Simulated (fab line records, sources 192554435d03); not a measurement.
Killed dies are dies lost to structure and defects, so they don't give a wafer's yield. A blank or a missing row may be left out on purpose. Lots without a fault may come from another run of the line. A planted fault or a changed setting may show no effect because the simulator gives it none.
Chamber matching | flow n5_finfet | N5_BEOL_M2_ETCH_69 on rie_diel-05: 4 sister chambers
The step etches SiARC in CF4, target depth 15.6 nm, time 26 s. 4 wafers are shown with their chamber, then 8 later ones without.

WAFERS WITH THEIR CHAMBER
wafer  | chamber | showerhead_plenum_p_Torr (Torr)
L084.1 | 0       | 2.19
L084.3 | 2       | 2.22
L084.4 | 3       | 2.11
L085.1 | 1       | 2.10

WAFERS WITHOUT THEIR CHAMBER
wafer  | showerhead_plenum_p_Torr (Torr)
L085.4 | 2.11
L085.6 | 2.21
L092.1 | 2.10
L092.2 | 2.11
L092.4 | 2.18
L096.2 | 2.10
L096.5 | 2.21
L096.6 | 2.10

WHICH CHAMBER EACH WENT THROUGH
wafer  | from the rows above     | in truth
L085.4 | can't be placed: 3 or 1 | 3
L085.6 | can't be placed: 2 or 0 | 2
L092.1 | can't be placed: 1 or 3 | 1
L092.2 | can't be placed: 3 or 1 | 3
L092.4 | 0                       | 0
L096.2 | can't be placed: 1 or 3 | 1
L096.5 | can't be placed: 2 or 0 | 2
L096.6 | can't be placed: 1 or 3 | 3
Placed correctly: 1 of 8. Can't be placed from these rows: 7 (the true chamber is among the candidates in 7). Placed wrongly: 0.
How it was worked out, from the rows above alone: a wafer's distance from a chamber is the root of the sum, over the readings, of the square of ((its reading less the chamber's mean) divided by the reading's scatter). The wafer belongs to the nearest chamber; if the next one is less than 2 further off, it can't be placed. A chamber's mean is the mean of its shown wafers. The scatter: with one shown wafer a chamber, the root of the mean of the squares of how far each hidden wafer lies from its nearest shown one.
